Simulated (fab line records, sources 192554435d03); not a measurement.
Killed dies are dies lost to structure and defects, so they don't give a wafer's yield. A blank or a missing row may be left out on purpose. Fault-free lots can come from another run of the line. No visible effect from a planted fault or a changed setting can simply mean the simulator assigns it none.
fab line records | flow n5_finfet | part 2 of 2: steps 4 to 6 of 6
record: lots: 22 | wafers: 66 | last_day: 17
route steps=1938 shown BEOL_M9@1447 BEOL_M10@1471 BEOL_M11@1549
lots with no fault: from the same line, run without faults
start_h: hours from the record's first day to the start of the lot's first wafer shown | wait_h: hours elapsed since this lot's preceding step | " repeats the value in the row above | L1.1+2: a row that stands for several wafers | - no value present, or no start provided | * or withheld: withheld | < > ~ a bound
route shown NAME@n: NAME is a module with steps in the file, n the number in the route of the first one | usual: the fault-free wafers' mean and standard deviation | same: alike in all rows | chamber/n: place in a boat | sites: each site's reading | _std_site: their standard deviation | _edge_site: inner sites' mean taken away from outer sites' mean | radius_mm: for every site, how far away it sits from the centre of the wafer | mask NAME#n: copy n | behind: the tool/chamber that last shaped the wafer | hold: the reason the lot was held/the length of the hold in hours/how it ended | device: transistor that didn't switch, given as n, p or np | end of line: tests of these same wafers at the route's end | a step with no rows: only its recipe | killed: the dies lost at the first sort to structure and to defects; this is not the yield of the wafer | map: a wafer's dies, x killed, . not, _ none there
set.NAME: the setting the step ran with; set.NAME@STEP: the setting that earlier step ran with | model.NAME: the simulator's own value behind a step, which no gauge read
a sample of lots followed through the steps of the route, with each step as a table and each wafer as a row
services: the hour from which a tool's chamber was out of use, counted from the record's first day as start_h (under 0 if before that day), plus the number of hours and why
== steps ==
step: N5_BEOL_M10_DESCUM_33
recipe: chemistry: O2 | time_s: 7.9 | source_power_w: 50 | bias_power_w: 20 | pressure_mtorr: 20 | rf_frequency_hz: 2.712e+07 | temp_c: 40 | resist: CAR-ArF | o2_flow_sccm: 225
usual: drypump_motor_current_A: 5.7/0.52 | oes_product_au: 0.80/0.069 | rf_vpp_V: 242.6/1.1 | showerhead_plenum_p_Torr: 2.06/0.045 | throttle_valve_pct: 20.48/0.21
lot.wafer | tool        | chamber | start_h | wait_h | drypump_motor_current_A | oes_product_au | rf_hours_counter_h | rf_vpp_V | showerhead_plenum_p_Torr | throttle_valve_pct
L074.2    | rie_diel-05 | 0       | 220.87  | 0.0    | 5.1                     | 0.85           | 78                 | 241.0    | 2.03                     | 20.33
L074.3    | "           | 2       | "       | "      | 6.7                     | 0.71           | 198                | 242.5    | 2.05                     | 20.84
L074.4    | "           | 1       | "       | "      | 5.8                     | 0.84           | 67                 | 243.2    | 2.06                     | 20.58
L076.2    | rie_diel-05 | 2       | 234.28  | 0.1    | 6.7                     | 0.71           | 203                | 242.0    | 2.05                     | 20.84
L076.3    | "           | 0       | "       | "      | 5.1                     | 0.85           | 82                 | 242.5    | 2.02                     | 20.35
L076.6    | "           | 2       | "       | "      | 6.7                     | 0.71           | -                  | 242.1    | 2.05                     | 20.85
L078.2    | rie_diel-05 | 0       | 234.74  | 0.4    | 5.1                     | 0.84           | 83                 | 242.1    | 2.02                     | 20.35
L078.3    | "           | 2       | "       | "      | 6.7                     | 0.71           | 204                | 242.5    | 2.05                     | 20.84
L078.4    | "           | 0       | "       | "      | 5.1                     | 0.85           | -                  | 243.0    | 2.02                     | 20.33
L077.3    | rie_diel-04 | 0       | 241.27  | 0.2    | 5.9                     | 0.76           | 146                | 242.6    | 2.00                     | 20.30
L077.5    | "           | 3       | "       | "      | 6.0                     | 0.89           | -                  | 242.4    | 2.04                     | 20.24
L077.6    | "           | 0       | "       | "      | 5.9                     | 0.76           | -                  | 243.5    | 2.00                     | 20.29
L080.1    | rie_diel-01 | 2       | 245.04  | 0.0    | 5.3                     | 0.75           | 157                | 245.0    | 2.16                     | 20.41
L080.3    | "           | 0       | "       | "      | 6.3                     | 0.76           | 160                | 243.0    | 2.11                     | 20.54
L080.4    | "           | 1       | "       | "      | 5.7                     | 0.67           | 244                | 243.9    | 2.07                     | 21.24
L079.1    | rie_diel-05 | 1       | 245.58  | 0.4    | 5.7                     | 0.84           | 74                 | 242.0    | 2.06                     | 20.60
L079.2    | "           | 2       | "       | "      | 6.7                     | 0.70           | 208                | 242.7    | 2.05                     | 20.88
L079.6    | "           | 1       | "       | "      | 5.8                     | 0.83           | -                  | 242.4    | 2.06                     | 20.60
L081.1    | rie_diel-04 | 0       | 248.10  | 0.4    | 5.9                     | 0.76           | 149                | 242.5    | 2.00                     | 20.31
L081.3    | "           | 3       | "       | "      | 6.0                     | 0.89           | 47                 | 241.0    | 2.04                     | 20.23
L081.6    | "           | 3       | "       | "      | 6.0                     | 0.88           | -                  | 241.2    | 2.04                     | 20.24
L082.1    | rie_diel-01 | 3       | 268.61  | 0.0    | 5.9                     | 0.78           | 129                | 243.3    | 2.08                     | 20.48
L082.3    | "           | 0       | "       | "      | 6.3                     | 0.74           | 171                | 241.8    | 2.10                     | 20.55
L082.4    | "           | 2       | "       | "      | 5.3                     | 0.72           | -                  | 244.3    | 2.16                     | 20.44
L083.1    | rie_diel-04 | 3       | 268.77  | 0.0    | 6.0                     | 0.87           | 55                 | 242.3    | 2.04                     | 20.26
L083.4    | "           | 0       | "       | "      | 6.0                     | 0.76           | 158                | 242.0    | 1.99                     | 20.31
L083.5    | "           | 0       | "       | "      | 5.9                     | 0.75           | -                  | 241.9    | 1.99                     | 20.32
L084.2    | rie_diel-01 | 3       | 269.14  | 0.2    | 6.0                     | 0.77           | 129                | 243.5    | 2.08                     | 20.49
L084.3    | "           | 2       | "       | "      | 5.3                     | 0.73           | 167                | 245.7    | 2.16                     | 20.43
L084.6    | "           | 2       | "       | "      | 5.3                     | 0.72           | -                  | 244.4    | 2.16                     | 20.44
L085.2    | rie_diel-04 | 1       | 274.35  | 0.0    | 5.5                     | 0.84           | 89                 | 242.9    | 2.13                     | 20.51
L085.4    | "           | 3       | "       | "      | 6.0                     | 0.89           | 57                 | 242.4    | 2.04                     | 20.25
L085.5    | "           | 3       | "       | "      | 6.0                     | 0.88           | -                  | 242.3    | 2.04                     | 20.25
L086.2    | rie_diel-05 | 1       | 275.09  | 0.3    | 5.8                     | 0.82           | 85                 | 241.7    | 2.05                     | 20.61
L086.3    | "           | 2       | "       | "      | 6.7                     | 0.70           | 220                | 242.1    | 2.05                     | 20.89
L086.6    | "           | 0       | "       | "      | 5.1                     | 0.82           | -                  | 242.3    | 2.02                     | 20.37
L089.1    | rie_diel-05 | 0       | 294.52  | 0.1    | 5.1                     | 0.81           | 104                | 241.3    | 2.02                     | 20.38
L089.2    | "           | 1       | "       | "      | 5.8                     | 0.81           | 91                 | 242.3    | 2.05                     | 20.63
L089.3    | "           | 2       | "       | "      | 6.7                     | 0.69           | 227                | 242.9    | 2.04                     | 20.91
L087.3    | rie_diel-01 | 2       | 294.77  | 0.2    | 5.3                     | 0.73           | 179                | 243.6    | 2.15                     | 20.45
L087.5    | "           | 3       | "       | "      | 6.0                     | 0.76           | -                  | 243.5    | 2.07                     | 20.49
L087.6    | "           | 2       | "       | "      | 5.3                     | 0.72           | -                  | 245.1    | 2.15                     | 20.42
L088.1    | rie_diel-04 | 0       | 305.23  | 0.0    | 5.9                     | 0.75           | 171                | 241.9    | 1.99                     | 20.35
L088.5    | "           | 3       | "       | "      | 6.0                     | 0.87           | -                  | 244.0    | 2.03                     | 20.26
L088.6    | "           | 2       | "       | "      | 5.4                     | 0.86           | -                  | 240.8    | 2.06                     | 20.30
L090.1    | rie_diel-05 | 0       | 312.55  | 0.0    | 5.1                     | 0.82           | 112                | 244.0    | 2.01                     | 20.37
L090.3    | "           | 3       | "       | "      | 4.9                     | 0.87           | 74                 | 242.3    | 2.02                     | 20.29
L090.5    | "           | 2       | "       | "      | 6.7                     | 0.70           | -                  | 242.0    | 2.04                     | 20.91
L091.2    | rie_diel-04 | 3       | 312.82  | 0.1    | 6.0                     | 0.86           | 71                 | 241.7    | 2.03                     | 20.28
L091.5    | "           | 3       | "       | "      | 6.0                     | 0.86           | -                  | 240.2    | 2.03                     | 20.28
L091.6    | "           | 2       | "       | "      | 5.4                     | 0.86           | -                  | 242.5    | 2.05                     | 20.31
L092.1    | rie_diel-05 | 0       | 329.28  | 0.0    | 5.0                     | 0.81           | 118                | 243.1    | 2.01                     | 20.41
L092.2    | "           | 1       | "       | "      | 5.8                     | 0.80           | 100                | 242.1    | 2.05                     | 20.63
L092.4    | "           | 2       | "       | "      | 6.7                     | 0.67           | -                  | 241.8    | 2.04                     | 20.90
L095.2    | rie_diel-01 | 0       | 335.32  | 0.0    | 6.3                     | 0.72           | 198                | 243.4    | 2.09                     | 20.60
L095.5    | "           | 3       | "       | "      | 6.0                     | 0.74           | -                  | 243.2    | 2.07                     | 20.50
L095.6    | "           | 0       | "       | "      | 6.3                     | 0.71           | -                  | 242.7    | 2.09                     | 20.60
L094.3    | rie_diel-01 | 0       | 339.70  | 0.1    | 6.3                     | 0.71           | 200                | 242.4    | 2.09                     | 20.61
L094.4    | "           | 1       | "       | "      | 5.7                     | 0.93           | 17                 | 242.3    | 2.07                     | 20.80
L094.6    | "           | 3       | "       | "      | 6.0                     | 0.74           | -                  | 243.7    | 2.07                     | 20.51
L096.4    | rie_diel-05 | 2       | 345.52  | 0.0    | 6.7                     | 0.67           | 244                | 242.3    | 2.04                     | 20.92
L096.5    | "           | 0       | "       | "      | 5.1                     | 0.79           | -                  | 241.7    | 2.01                     | 20.40
L096.6    | "           | 3       | "       | "      | 5.0                     | 0.86           | -                  | 241.7    | 2.02                     | 20.31
L097.2    | rie_diel-01 | 0       | 358.60  | 0.0    | 6.3                     | 0.72           | 207                | 242.9    | 2.09                     | 20.62
L097.4    | "           | 1       | "       | "      | 5.7                     | 0.91           | 24                 | 241.8    | 2.06                     | 20.83
L097.6    | "           | 0       | "       | "      | 6.3                     | 0.71           | -                  | 242.2    | 2.09                     | 20.60
step: N5_BEOL_M10_TRENCH_ETCH_37
recipe: chemistry: C4F6/O2 | target_depth_a: 1488.3 | target: SiCOH_lowk | time_s: 48 | ion_energy_ev: 250 | pressure_mtorr: 30 | source_w: 345 | bias_w: 185 | Ar_flow_sccm: 300 | C4F6_flow_sccm: 10 | O2_flow_sccm: 10
usual: bias_w: 185.0/0.54 | drypump_motor_current_A: 5.7/0.52 | oes_product_au: 0.79/0.071 | rf_vpp_V: 663/22 | showerhead_plenum_p_Torr: 2.83/0.075 | throttle_valve_pct: 21.08/0.22
lot.wafer | tool        | chamber | start_h | wait_h | bias_w | drypump_motor_current_A | oes_product_au | rf_hours_counter_h | rf_vpp_V | showerhead_plenum_p_Torr | throttle_valve_pct
L074.2    | rie_diel-05 | 0       | -       | -      | 185.8  | 5.1                     | 0.85           | 78                 | 665      | 2.80                     | 21.03
L074.3    | "           | 2       | "       | "      | 185.0  | 6.7                     | 0.70           | 198                | 649      | 2.79                     | 21.29
L074.4    | "           | 1       | "       | "      | 185.7  | 5.8                     | 0.84           | 67                 | 686      | 2.77                     | 20.91
L076.2    | rie_diel-05 | 2       | -       | -      | 185.2  | 6.7                     | 0.70           | 203                | 650      | 2.79                     | 21.29
L076.3    | "           | 0       | "       | "      | 185.6  | 5.1                     | 0.84           | 82                 | 667      | 2.80                     | 21.04
L076.6    | "           | 2       | "       | "      | 185.7  | 6.7                     | 0.71           | -                  | 652      | 2.79                     | 21.31
L078.2    | rie_diel-05 | 0       | -       | -      | 185.3  | 5.0                     | 0.83           | 83                 | 666      | 2.80                     | 21.05
L078.3    | "           | 2       | "       | "      | 185.0  | 6.7                     | 0.70           | 204                | 651      | 2.79                     | 21.31
L078.4    | "           | 0       | "       | "      | 184.7  | 5.1                     | 0.83           | -                  | 666      | 2.80                     | 21.05
L077.3    | rie_diel-04 | 0       | -       | -      | 184.8  | 5.9                     | 0.76           | 146                | 641      | 2.72                     | 20.75
L077.5    | "           | 3       | "       | "      | 185.6  | 6.0                     | 0.90           | -                  | 684      | 2.78                     | 20.70
L077.6    | "           | 0       | "       | "      | 184.9  | 5.9                     | 0.75           | -                  | 643      | 2.72                     | 20.76
L080.1    | rie_diel-01 | 2       | -       | -      | 183.7  | 5.3                     | 0.73           | 157                | 625      | 2.99                     | 21.24
L080.3    | "           | 0       | "       | "      | 185.2  | 6.3                     | 0.76           | 160                | 682      | 2.88                     | 21.15
L080.4    | "           | 1       | "       | "      | 184.6  | 5.7                     | 0.66           | 244                | 674      | 2.80                     | 21.57
L079.1    | rie_diel-05 | 1       | -       | -      | 184.9  | 5.8                     | 0.83           | 74                 | 686      | 2.76                     | 20.92
L079.2    | "           | 2       | "       | "      | 184.8  | 6.7                     | 0.68           | 208                | 650      | 2.79                     | 21.33
L079.6    | "           | 1       | "       | "      | 185.5  | 5.8                     | 0.84           | -                  | 683      | 2.76                     | 20.92
L081.1    | rie_diel-04 | 0       | -       | -      | 185.6  | 5.9                     | 0.75           | 150                | 642      | 2.71                     | 20.77
L081.3    | "           | 3       | "       | "      | 185.2  | 6.1                     | 0.90           | 47                 | 685      | 2.78                     | 20.71
L081.6    | "           | 3       | "       | "      | 184.8  | 6.1                     | 0.90           | -                  | 683      | 2.78                     | 20.72
L082.1    | rie_diel-01 | 3       | -       | -      | 184.8  | 6.0                     | 0.77           | 129                | 682      | 2.89                     | 21.30
L082.3    | "           | 0       | "       | "      | 185.5  | 6.3                     | 0.75           | 171                | 683      | 2.88                     | 21.17
L082.4    | "           | 2       | "       | "      | 184.7  | 5.3                     | 0.71           | -                  | 625      | 2.99                     | 21.26
L083.1    | rie_diel-04 | 3       | -       | -      | 184.3  | 6.0                     | 0.89           | 55                 | 684      | 2.78                     | 20.70
L083.4    | "           | 0       | "       | "      | 185.6  | 5.9                     | 0.74           | 159                | 641      | 2.71                     | 20.76
L083.5    | "           | 0       | "       | "      | 185.4  | 6.0                     | 0.74           | -                  | 641      | 2.71                     | 20.77
L084.2    | rie_diel-01 | 3       | -       | -      | 185.0  | 6.0                     | 0.77           | 129                | 682      | 2.89                     | 21.32
L084.3    | "           | 2       | "       | "      | 185.0  | 5.3                     | 0.72           | 167                | 625      | 2.99                     | 21.26
L084.6    | "           | 2       | "       | "      | 184.9  | 5.3                     | 0.72           | -                  | 625      | 2.99                     | 21.25
L085.2    | rie_diel-04 | 1       | -       | -      | 184.6  | 5.4                     | 0.81           | 89                 | 624      | 2.91                     | 21.14
L085.4    | "           | 3       | "       | "      | 185.7  | 6.0                     | 0.88           | 57                 | 683      | 2.77                     | 20.73
L085.5    | "           | 3       | "       | "      | 184.7  | 6.0                     | 0.88           | -                  | 685      | 2.77                     | 20.73
L086.2    | rie_diel-05 | 1       | -       | -      | 185.4  | 5.8                     | 0.82           | 85                 | 685      | 2.76                     | 20.95
L086.3    | "           | 2       | "       | "      | 184.5  | 6.7                     | 0.68           | 220                | 651      | 2.78                     | 21.32
L086.6    | "           | 0       | "       | "      | 186.0  | 5.1                     | 0.82           | -                  | 666      | 2.79                     | 21.07
L089.1    | rie_diel-05 | 0       | -       | -      | 184.3  | 5.1                     | 0.82           | 104                | 665      | 2.79                     | 21.07
L089.2    | "           | 1       | "       | "      | 185.0  | 5.8                     | 0.81           | 91                 | 686      | 2.76                     | 20.94
L089.3    | "           | 2       | "       | "      | 184.8  | 6.7                     | 0.67           | 227                | 649      | 2.78                     | 21.34
L087.3    | rie_diel-01 | 2       | -       | -      | 184.8  | 5.3                     | 0.72           | 179                | 625      | 2.98                     | 21.29
L087.5    | "           | 3       | "       | "      | 185.1  | 6.0                     | 0.76           | -                  | 682      | 2.89                     | 21.33
L087.6    | "           | 2       | "       | "      | 184.7  | 5.3                     | 0.72           | -                  | 625      | 2.98                     | 21.28
L088.1    | rie_diel-04 | 0       | -       | -      | 185.8  | 5.9                     | 0.72           | 171                | 642      | 2.70                     | 20.80
L088.5    | "           | 3       | "       | "      | 184.8  | 6.0                     | 0.86           | -                  | 685      | 2.77                     | 20.74
L088.6    | "           | 2       | "       | "      | 185.4  | 5.4                     | 0.85           | -                  | 678      | 2.78                     | 20.75
L090.1    | rie_diel-05 | 0       | -       | -      | 184.6  | 5.1                     | 0.80           | 112                | 666      | 2.79                     | 21.10
L090.3    | "           | 3       | "       | "      | 184.9  | 5.0                     | 0.84           | 75                 | 659      | 2.80                     | 21.03
L090.5    | "           | 2       | "       | "      | 185.2  | 6.7                     | 0.67           | -                  | 650      | 2.78                     | 21.35
L091.2    | rie_diel-04 | 3       | -       | -      | 185.1  | 6.0                     | 0.87           | 71                 | 685      | 2.77                     | 20.75
L091.5    | "           | 3       | "       | "      | 185.1  | 6.1                     | 0.87           | -                  | 686      | 2.77                     | 20.74
L091.6    | "           | 2       | "       | "      | 184.8  | 5.4                     | 0.86           | -                  | 677      | 2.78                     | 20.75
L092.1    | rie_diel-05 | 0       | -       | -      | 184.5  | 5.1                     | 0.79           | 119                | 666      | 2.78                     | 21.09
L092.2    | "           | 1       | "       | "      | 185.3  | 5.8                     | 0.79           | 100                | 686      | 2.75                     | 20.96
L092.4    | "           | 2       | "       | "      | 184.6  | 6.7                     | 0.67           | -                  | 649      | 2.78                     | 21.37
L095.2    | rie_diel-01 | 0       | -       | -      | 184.8  | 6.3                     | 0.73           | 198                | 682      | 2.86                     | 21.20
L095.5    | "           | 3       | "       | "      | 184.9  | 6.0                     | 0.75           | -                  | 681      | 2.88                     | 21.36
L095.6    | "           | 0       | "       | "      | 186.1  | 6.3                     | 0.73           | -                  | 683      | 2.86                     | 21.19
L094.3    | rie_diel-01 | 0       | -       | -      | 184.5  | 6.3                     | 0.72           | 200                | 682      | 2.86                     | 21.21
L094.4    | "           | 1       | "       | "      | 184.3  | 5.8                     | 0.93           | 17                 | 695      | 2.79                     | 21.23
L094.6    | "           | 3       | "       | "      | 183.5  | 6.0                     | 0.75           | -                  | 682      | 2.88                     | 21.37
L096.4    | rie_diel-05 | 2       | -       | -      | 185.7  | 6.7                     | 0.66           | 244                | 650      | 2.77                     | 21.35
L096.5    | "           | 0       | "       | "      | 185.3  | 5.1                     | 0.79           | -                  | 668      | 2.78                     | 21.10
L096.6    | "           | 3       | "       | "      | 185.6  | 5.0                     | 0.84           | -                  | 660      | 2.80                     | 21.04
L097.2    | rie_diel-01 | 0       | -       | -      | 185.1  | 6.3                     | 0.73           | 207                | 682      | 2.86                     | 21.21
L097.4    | "           | 1       | "       | "      | 184.4  | 5.8                     | 0.91           | 24                 | 695      | 2.79                     | 21.22
L097.6    | "           | 0       | "       | "      | 184.8  | 6.3                     | 0.73           | -                  | 683      | 2.86                     | 21.20
step: N5_BEOL_M11_CD_MEAS_11
recipe: target_cd_nm: 64.1 | landing_energy_ev: 500 | detector: se_inlens | polarity: opening
usual: cd_nm: 64.3/0.93
lot.wafer | tool      | chamber | start_h | wait_h | cd_nm
L074.2    | cd_sem-01 | 0       | 227.32  | -      | 64.4
L074.3    | "         | 0       | "       | "      | 63.3
L074.4    | "         | 0       | "       | "      | 64.1
L076.2    | cd_sem-01 | 0       | 240.01  | -      | 63.8
L076.3    | "         | 0       | "       | "      | 63.4
L076.6    | "         | 0       | "       | "      | 64.5
L078.2    | cd_sem-02 | 0       | 242.63  | -      | 63.4
L078.3    | "         | 0       | "       | "      | 63.4
L078.4    | "         | 0       | "       | "      | 64.2
L077.3    | cd_sem-01 | 0       | 246.21  | -      | 66.5
L077.5    | "         | 0       | "       | "      | 65.4
L077.6    | "         | 0       | "       | "      | 66.1
L080.1    | cd_sem-03 | 0       | 249.56  | -      | 65.0
L080.3    | "         | 0       | "       | "      | 64.8
L080.4    | "         | 0       | "       | "      | 65.3
L079.1    | cd_sem-02 | 0       | 250.88  | -      | 64.8
L079.2    | "         | 0       | "       | "      | 65.4
L079.6    | "         | 0       | "       | "      | 64.7
L081.1    | cd_sem-02 | 0       | 254.27  | -      | 64.3
L081.3    | "         | 0       | "       | "      | 64.6
L081.6    | "         | 0       | "       | "      | 65.1
L083.1    | cd_sem-02 | 0       | 273.07  | -      | 65.4
L083.4    | "         | 0       | "       | "      | 65.7
L083.5    | "         | 0       | "       | "      | 65.6
L082.1    | cd_sem-03 | 0       | 273.31  | -      | 65.3
L082.3    | "         | 0       | "       | "      | 65.2
L082.4    | "         | 0       | "       | "      | 65.6
L084.2    | cd_sem-03 | 0       | 275.39  | -      | 63.5
L084.3    | "         | 0       | "       | "      | 63.8
L084.6    | "         | 0       | "       | "      | 64.3
L085.2    | cd_sem-03 | 0       | 278.71  | -      | 63.9
L085.4    | "         | 0       | "       | "      | 63.6
L085.5    | "         | 0       | "       | "      | 65.1
L086.2    | cd_sem-03 | 0       | 280.87  | -      | 64.3
L086.3    | "         | 0       | "       | "      | 65.8
L086.6    | "         | 0       | "       | "      | 66.1
L089.1    | cd_sem-02 | 0       | 300.57  | -      | 64.8
L089.2    | "         | 0       | "       | "      | 63.5
L089.3    | "         | 0       | "       | "      | 64.0
L087.3    | cd_sem-03 | 0       | 300.79  | -      | 65.7
L087.5    | "         | 0       | "       | "      | 66.5
L087.6    | "         | 0       | "       | "      | 64.5
L088.1    | cd_sem-01 | 0       | 310.12  | -      | 64.1
L088.5    | "         | 0       | "       | "      | 64.1
L088.6    | "         | 0       | "       | "      | 63.8
L090.1    | cd_sem-01 | 0       | 318.19  | -      | 64.1
L090.3    | "         | 0       | "       | "      | 63.7
L090.5    | "         | 0       | "       | "      | 63.2
L091.2    | cd_sem-03 | 0       | 319.42  | -      | 63.1
L091.5    | "         | 0       | "       | "      | 64.0
L091.6    | "         | 0       | "       | "      | 63.8
L092.1    | cd_sem-03 | 0       | 334.67  | -      | 63.9
L092.2    | "         | 0       | "       | "      | 63.0
L092.4    | "         | 0       | "       | "      | 63.5
L095.2    | cd_sem-03 | 0       | 341.08  | -      | 62.5
L095.5    | "         | 0       | "       | "      | 63.9
L095.6    | "         | 0       | "       | "      | 63.7
L094.3    | cd_sem-03 | 0       | 344.72  | -      | 63.8
L094.4    | "         | 0       | "       | "      | 63.5
L094.6    | "         | 0       | "       | "      | 63.0
L096.4    | cd_sem-02 | 0       | 350.55  | -      | 63.6
L096.5    | "         | 0       | "       | "      | 63.9
L096.6    | "         | 0       | "       | "      | 63.6
L097.2    | cd_sem-02 | 0       | 365.32  | -      | 62.8
L097.4    | "         | 0       | "       | "      | 62.9
L097.6    | "         | 0       | "       | "      | 63.6
== services ==
tool        | chamber | start_h | hours | kind
rie_diel-04 | -       | 190.71  | 1.6   | repair
uv_cure-02  | -       | 202.88  | 2.1   | pm
uv_cure-02  | -       | 210.66  | 1.3   | repair
rie_diel-05 | 1       | 230.89  | 5.4   | repair
uv_cure-02  | -       | 231.90  | 7.9   | repair
rie_diel-04 | 2       | 242.38  | 12.5  | repair
rie_diel-03 | 0       | 274.83  | 3.8   | repair
rie_diel-06 | 3       | 276.39  | 6.5   | repair
rie_diel-02 | 3       | 277.39  | 11.6  | repair
uv_cure-01  | -       | 282.84  | 0.8   | repair
rie_diel-06 | 3       | 289.56  | 18.8  | repair
rie_diel-02 | 3       | 297.64  | 18.1  | repair
rie_diel-05 | 2       | 298.44  | 8.7   | repair
rie_diel-02 | 1       | 303.65  | 4.8   | repair
rie_diel-06 | 1       | 313.27  | 20.2  | repair
uv_cure-01  | -       | 319.23  | 1.0   | pm
rie_diel-01 | 2       | 319.59  | 4.7   | repair
rie_diel-05 | 3       | 327.61  | 10.9  | repair
uv_cure-01  | -       | 328.05  | 7.5   | pm
rie_diel-03 | 2       | 336.02  | 2.5   | repair
rie_diel-01 | -       | 342.20  | 0.2   | repair
uv_cure-03  | -       | 352.77  | 1.0   | pm
rie_diel-03 | 1       | 354.76  | 13.3  | repair
rie_diel-05 | -       | 357.67  | 2.8   | pm
